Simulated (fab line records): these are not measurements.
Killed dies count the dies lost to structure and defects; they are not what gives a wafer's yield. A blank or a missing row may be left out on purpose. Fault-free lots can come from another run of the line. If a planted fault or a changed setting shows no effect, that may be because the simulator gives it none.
Chamber matching + flow n5Finfet + N5_BEOL_M9_ETCH_62 on rieDiel-03 has 4 sister chambers
The step etches SOC in N2/H2, target depth 110 nm, overetch 22 nm, time 165 s. 4 wafers are shown with their chamber, then 10 later ones without.

## EACH WAFER AND ITS CHAMBER
| wafer  | chamber | drypumpMotorCurrentA (A) |
|--------|---------|--------------------------|
| L080.3 | 1       | 4.7                      |
| L087.6 | 0       | 6.5                      |
| L092.1 | 2       | 5.2                      |
| L092.2 | 3       | 6.4                      |

## WAFERS WHOSE CHAMBER IS MISSING
| wafer  | drypumpMotorCurrentA (A) |
|--------|--------------------------|
| L092.3 | 6.5                      |
| L093.2 | 6.6                      |
| L093.4 | 5.2                      |
| L093.5 | 6.6                      |
| L094.1 | 6.6                      |
| L094.4 | 4.7                      |
| L094.5 | 4.7                      |
| L097.3 | 6.4                      |
| L097.4 | 4.7                      |
| L097.5 | 6.6                      |

## EACH ONE'S CHAMBER
| wafer  | from the rows above     | in truth |
|--------|-------------------------|----------|
| L092.3 | can't be placed: 0 or 3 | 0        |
| L093.2 | can't be placed: 0 or 3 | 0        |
| L093.4 | 2                       | 2        |
| L093.5 | can't be placed: 0 or 3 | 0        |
| L094.1 | can't be placed: 0 or 3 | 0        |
| L094.4 | 1                       | 1        |
| L094.5 | 1                       | 1        |
| L097.3 | can't be placed: 3 or 0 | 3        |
| L097.4 | 1                       | 1        |
| L097.5 | can't be placed: 0 or 3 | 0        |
Correct placement for 4 of the 10. Cannot be placed on the basis of these rows: 6; the candidates contain the true chamber in 6. 0 placed wrongly.
How it was worked out, from the rows above alone: a wafer's distance from a chamber is the root of the sum, over the readings, of the square of ((its reading less the chamber's mean) divided by the reading's scatter). The wafer belongs to the nearest chamber; if the next one is less than 2 further off, it can't be placed. Each chamber's mean is taken over the wafers shown for it. The scatter: with one shown wafer a chamber, the root of the mean of the squares of how far each hidden wafer lies from its nearest shown one.
